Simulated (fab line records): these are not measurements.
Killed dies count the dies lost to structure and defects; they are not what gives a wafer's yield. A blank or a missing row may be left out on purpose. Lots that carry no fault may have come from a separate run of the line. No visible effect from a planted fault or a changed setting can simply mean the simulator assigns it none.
Which tool did it? / flow nand_harc / 36 wafers from 12 lots sampled at 5 of the route's 1302 steps

== WHAT THE GAUGES READ, wafer by wafer ==
NHARC_A_ONON_D1_THK_MEAS_24: measures by ellipsometry. Usual: thk_nm reads 1000 nm (standard deviation 11).
lot=L683; measured=day 9 07:01; on=film_metro-01; thk_nm (nm)=990 988 990; flag=
lot=L684; measured=day 10 01:02; on=film_metro-01; thk_nm (nm)=987 987 988; flag=
lot=L685; measured=day 10 06:56; on=film_metro-01; thk_nm (nm)=994 994 993; flag=
lot=L686; measured=day 10 17:58; on=film_metro-02; thk_nm (nm)=1011 1013 1013; flag=
lot=L688; measured=day 11 08:49; on=film_metro-01; thk_nm (nm)=1008 1007 1006; flag=
lot=L687; measured=day 11 08:49; on=film_metro-02; thk_nm (nm)=1010 1011 1011; flag=
lot=L689; measured=day 12 01:43; on=film_metro-02; thk_nm (nm)=1002 1001 1002; flag=
lot=L690; measured=day 12 07:32; on=film_metro-01; thk_nm (nm)=994 994 993; flag=
lot=L692; measured=day 13 12:11; on=film_metro-01; thk_nm (nm)=990 989 988; flag=
lot=L698; measured=day 15 16:57; on=film_metro-02; thk_nm (nm)=988 985 988; flag=
lot=L700; measured=day 16 12:19; on=film_metro-01; thk_nm (nm)=1003 1001 1004; flag=
lot=L702; measured=day 17 08:09; on=film_metro-01; thk_nm (nm)=1030 1029 1028; flag=

NHARC_A_CHANNEL_HOLE_D1_CD_MEAS_10: the cd target is 100 nm. Usual: cd_nm reads 100.6 nm (standard deviation 0.7).
lot=L683; measured=day 9 12:55; on=cd_sem-01; cd_nm (nm)=100.7 101.3 101.1; flag=
lot=L684; measured=day 10 05:25; on=cd_sem-01; cd_nm (nm)=99.8 101.8 100.9; flag=
lot=L685; measured=day 10 12:04; on=cd_sem-01; cd_nm (nm)=100.3 99.9 100.7; flag=
lot=L686; measured=day 10 23:52; on=cd_sem-02; cd_nm (nm)=101.7 101.7 101.7; flag=
lot=L688; measured=day 11 17:22; on=cd_sem-02; cd_nm (nm)=99.0 99.2 99.8; flag=
lot=L687; measured=day 11 15:53; on=cd_sem-02; cd_nm (nm)=100.4 101.8 101.7; flag=
lot=L689; measured=day 12 08:49; on=cd_sem-03; cd_nm (nm)=100.9 100.6 100.9; flag=
lot=L690; measured=day 12 14:26; on=cd_sem-03; cd_nm (nm)=101.3 101.4 101.6; flag=
lot=L692; measured=day 13 20:50; on=cd_sem-03; cd_nm (nm)=101.0 101.4 99.7; flag=
lot=L698; measured=day 15 21:17; on=cd_sem-01; cd_nm (nm)=100.4 101.7 101.0; flag=
lot=L700; measured=day 16 17:34; on=cd_sem-01; cd_nm (nm)=100.4 99.7 100.0; flag=
lot=L702; measured=day 17 12:40; on=cd_sem-03; cd_nm (nm)=99.7 100.4 100.4; flag=

NHARC_END_SORT_01. Usual: killed_at_array 54, standard deviation 20; killed_at_other 0.7, standard deviation 0.94; killed_at_periphery 3.8, standard deviation 2.7; killed_dies 59, standard deviation 20; killed_open 3.5, standard deviation 1.9; killed_short 2.5, standard deviation 1.6.
lot=L687; measured=day 27 17:29; on=prober-01; killed_at_array=58 31; killed_at_other=0 1; killed_at_periphery=4 4; killed_dies=62 36; killed_open=3 1; killed_short=4 1; flag=

== WHICH TOOL RAN EACH LOT (tool, then ch and the chambers of the sampled wafers, then the start) ==
lot=L683; NHARC_A_CHANNEL_HOLE_D1_EXPOSE_07=arfi_scanner-03 ch 0, day 9 12:47; NHARC_A_CHANNEL_HOLE_D1_ETCH_16=rie_diel-05 ch 0,1,2, no start
lot=L684; NHARC_A_CHANNEL_HOLE_D1_EXPOSE_07=arfi_scanner-01 ch 0, day 10 05:17; NHARC_A_CHANNEL_HOLE_D1_ETCH_16=rie_diel-13 ch 0,3, no start
lot=L685; NHARC_A_CHANNEL_HOLE_D1_EXPOSE_07=arfi_scanner-02 ch 0, day 10 11:56; NHARC_A_CHANNEL_HOLE_D1_ETCH_16=rie_diel-13 ch 1,2, no start
lot=L686; NHARC_A_CHANNEL_HOLE_D1_EXPOSE_07=arfi_scanner-01 ch 0, day 10 23:44; NHARC_A_CHANNEL_HOLE_D1_ETCH_16=rie_diel-13 ch 0,3, no start
lot=L688; NHARC_A_CHANNEL_HOLE_D1_EXPOSE_07=arfi_scanner-02 ch 0, day 11 17:13; NHARC_A_CHANNEL_HOLE_D1_ETCH_16=rie_diel-13 ch 0,2,3, no start
lot=L687; NHARC_A_CHANNEL_HOLE_D1_EXPOSE_07=arfi_scanner-03 ch 0, day 11 15:45; NHARC_A_CHANNEL_HOLE_D1_ETCH_16=rie_diel-13 ch 0,2,3, day 27 17:29 or earlier
lot=L689; NHARC_A_CHANNEL_HOLE_D1_EXPOSE_07=arfi_scanner-02 ch 0, day 12 08:40; NHARC_A_CHANNEL_HOLE_D1_ETCH_16=rie_diel-13 ch 1,2,3, no start
lot=L690; NHARC_A_CHANNEL_HOLE_D1_EXPOSE_07=arfi_scanner-02 ch 0, day 12 14:17; NHARC_A_CHANNEL_HOLE_D1_ETCH_16=rie_diel-13 ch 0,3, no start
lot=L692; NHARC_A_CHANNEL_HOLE_D1_EXPOSE_07=arfi_scanner-02 ch 0, day 13 20:41; NHARC_A_CHANNEL_HOLE_D1_ETCH_16=rie_diel-13 ch 0,1,2, no start
lot=L698; NHARC_A_CHANNEL_HOLE_D1_EXPOSE_07=arfi_scanner-01 ch 0, day 15 21:09; NHARC_A_CHANNEL_HOLE_D1_ETCH_16=rie_diel-13 ch 1,2, no start
lot=L700; NHARC_A_CHANNEL_HOLE_D1_EXPOSE_07=arfi_scanner-01 ch 0, day 16 17:25; NHARC_A_CHANNEL_HOLE_D1_ETCH_16=rie_diel-13 ch 0,3, no start
lot=L702; NHARC_A_CHANNEL_HOLE_D1_EXPOSE_07=arfi_scanner-01 ch 0, day 17 12:32; NHARC_A_CHANNEL_HOLE_D1_ETCH_16=rie_diel-13 ch 0,3, no start
- NHARC_A_CHANNEL_HOLE_D1_EXPOSE_07: exposes mask HOLE D1, target cd 100 nm.
- NHARC_A_CHANNEL_HOLE_D1_ETCH_16: etches the open film in O2/COS, target depth 3100 nm, time 806 s.

== AS READ BY THE TOOLS THEMSELVES (means over the sampled wafers that have a number; for cases with no such wafer, the mark the record gives instead) ==
NHARC_A_CHANNEL_HOLE_D1_EXPOSE_07. Usual: exposure_dose_mJ_cm2 59.9, standard deviation 0.33; focus_offset_nm 0.0 nm, standard deviation 0.51.
lot=L683; tool=arfi_scanner-03; exposure_dose_mJ_cm2=60.2; focus_offset_nm (nm)=0.1; flag=
lot=L684; tool=arfi_scanner-01; exposure_dose_mJ_cm2=59.4; focus_offset_nm (nm)=0.5; flag=
lot=L685; tool=arfi_scanner-02; exposure_dose_mJ_cm2=60.2; focus_offset_nm (nm)=-0.2; flag=
lot=L686; tool=arfi_scanner-01; exposure_dose_mJ_cm2=59.6; focus_offset_nm (nm)=0.1; flag=
lot=L688; tool=arfi_scanner-02; exposure_dose_mJ_cm2=60.2; focus_offset_nm (nm)=-0.3; flag=
lot=L687; tool=arfi_scanner-03; exposure_dose_mJ_cm2=60.2; focus_offset_nm (nm)=0.1; flag=
lot=L689; tool=arfi_scanner-02; exposure_dose_mJ_cm2=60.2; focus_offset_nm (nm)=0.1; flag=
lot=L690; tool=arfi_scanner-02; exposure_dose_mJ_cm2=61.6; focus_offset_nm (nm)=0.3; flag=OFF
lot=L692; tool=arfi_scanner-02; exposure_dose_mJ_cm2=61.2; focus_offset_nm (nm)=-0.5; flag=OFF
lot=L698; tool=arfi_scanner-01; exposure_dose_mJ_cm2=59.5; focus_offset_nm (nm)=-0.5; flag=
lot=L700; tool=arfi_scanner-01; exposure_dose_mJ_cm2=59.5; focus_offset_nm (nm)=-0.8; flag=
lot=L702; tool=arfi_scanner-01; exposure_dose_mJ_cm2=59.6; focus_offset_nm (nm)=-0.1; flag=

NHARC_A_CHANNEL_HOLE_D1_ETCH_16. Usual: cos_flow_sccm 20.00 sccm, standard deviation 0.066; drypump_motor_current_A 5.8 A, standard deviation 0.44; oes_product_au 1.000 a.u., standard deviation 0.012; rf_vpp_V 314.4 V, standard deviation 1.6; showerhead_plenum_p_Torr 3.13 Torr, standard deviation 0.097; throttle_valve_pct 28.329 %, standard deviation 0.0087.
lot=L683; tool=rie_diel-05; cos_flow_sccm (sccm)=19.99; drypump_motor_current_A (A)=5.9; oes_product_au (a.u.)=1.010; rf_vpp_V (V)=314.1; showerhead_plenum_p_Torr (Torr)=3.10; throttle_valve_pct (%)=28.320; flag=
lot=L684; tool=rie_diel-13; cos_flow_sccm (sccm)=19.95; drypump_motor_current_A (A)=5.4; oes_product_au (a.u.)=0.992; rf_vpp_V (V)=314.5; showerhead_plenum_p_Torr (Torr)=3.18; throttle_valve_pct (%)=28.334; flag=
lot=L685; tool=rie_diel-13; cos_flow_sccm (sccm)=19.98; drypump_motor_current_A (A)=6.4; oes_product_au (a.u.)=1.002; rf_vpp_V (V)=313.2; showerhead_plenum_p_Torr (Torr)=3.08; throttle_valve_pct (%)=28.323; flag=
lot=L686; tool=rie_diel-13; cos_flow_sccm (sccm)=19.96; drypump_motor_current_A (A)=5.4; oes_product_au (a.u.)=0.996; rf_vpp_V (V)=314.6; showerhead_plenum_p_Torr (Torr)=3.18; throttle_valve_pct (%)=28.333; flag=
lot=L688; tool=rie_diel-13; cos_flow_sccm (sccm)=19.96; drypump_motor_current_A (A)=5.7; oes_product_au (a.u.)=0.993; rf_vpp_V (V)=313.0; showerhead_plenum_p_Torr (Torr)=3.12; throttle_valve_pct (%)=28.323; flag=
lot=L687; tool=rie_diel-13; cos_flow_sccm (sccm)=20.02; drypump_motor_current_A (A)=5.7; oes_product_au (a.u.)=0.985; rf_vpp_V (V)=313.8; showerhead_plenum_p_Torr (Torr)=3.13; throttle_valve_pct (%)=28.330; flag=
lot=L689; tool=rie_diel-13; cos_flow_sccm (sccm)=19.94; drypump_motor_current_A (A)=6.1; oes_product_au (a.u.)=0.996; rf_vpp_V (V)=314.3; showerhead_plenum_p_Torr (Torr)=3.13; throttle_valve_pct (%)=28.331; flag=
lot=L690; tool=rie_diel-13; cos_flow_sccm (sccm)=20.00; drypump_motor_current_A (A)=5.4; oes_product_au (a.u.)=0.998; rf_vpp_V (V)=315.0; showerhead_plenum_p_Torr (Torr)=3.18; throttle_valve_pct (%)=28.321; flag=
lot=L692; tool=rie_diel-13; cos_flow_sccm (sccm)=20.05; drypump_motor_current_A (A)=6.1; oes_product_au (a.u.)=0.993; rf_vpp_V (V)=312.9; showerhead_plenum_p_Torr (Torr)=3.07; throttle_valve_pct (%)=28.329; flag=
lot=L698; tool=rie_diel-13; cos_flow_sccm (sccm)=19.96; drypump_motor_current_A (A)=6.3; oes_product_au (a.u.)=0.998; rf_vpp_V (V)=313.7; showerhead_plenum_p_Torr (Torr)=3.07; throttle_valve_pct (%)=28.328; flag=
lot=L700; tool=rie_diel-13; cos_flow_sccm (sccm)=20.01; drypump_motor_current_A (A)=5.4; oes_product_au (a.u.)=0.998; rf_vpp_V (V)=315.5; showerhead_plenum_p_Torr (Torr)=3.17; throttle_valve_pct (%)=28.327; flag=
lot=L702; tool=rie_diel-13; cos_flow_sccm (sccm)=19.98; drypump_motor_current_A (A)=5.3; oes_product_au (a.u.)=0.988; rf_vpp_V (V)=315.1; showerhead_plenum_p_Torr (Torr)=3.17; throttle_valve_pct (%)=28.331; flag=

== THE ANSWER, worked out from the rows above alone ==
Rule: lot off if the mean of its wafers having a number is beyond 3 standard deviations from the usual mean. Also off: a lot with no number at a reading for which 4 or more lots have one. The other lots that the step has rows for count as sound. After the gauges, taken in route order, come the tools' own readings; for these a lot's mean is taken, as printed above. At the first step where some lot is off, the reading lying furthest off is the one used; lots without a number count as furthest.
Off: L690, L692 (NHARC_A_CHANNEL_HOLE_D1_EXPOSE_07, exposure_dose_mJ_cm2).
A tool fits if, at that step or a process step before it, it ran every lot that is off, and no sound lot after the first of them. One candidate fits, namely arfi_scanner-02 at NHARC_A_CHANNEL_HOLE_D1_EXPOSE_07. Its last sound lot is L689 (day 12 08:40), its first lot that is off L690 (day 12 14:17): a fault that began between those two fits.

== WHAT HAD BEEN PUT IN BY THE SIMULATOR ==
Process parameter drift: arfi_scanner-02, from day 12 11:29 on, at NHARC_A_CHANNEL_HOLE_D1_EXPOSE_07. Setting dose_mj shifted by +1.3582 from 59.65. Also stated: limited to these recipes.
Struck lots among those shown: L690, L692. Same finding as the rule above.
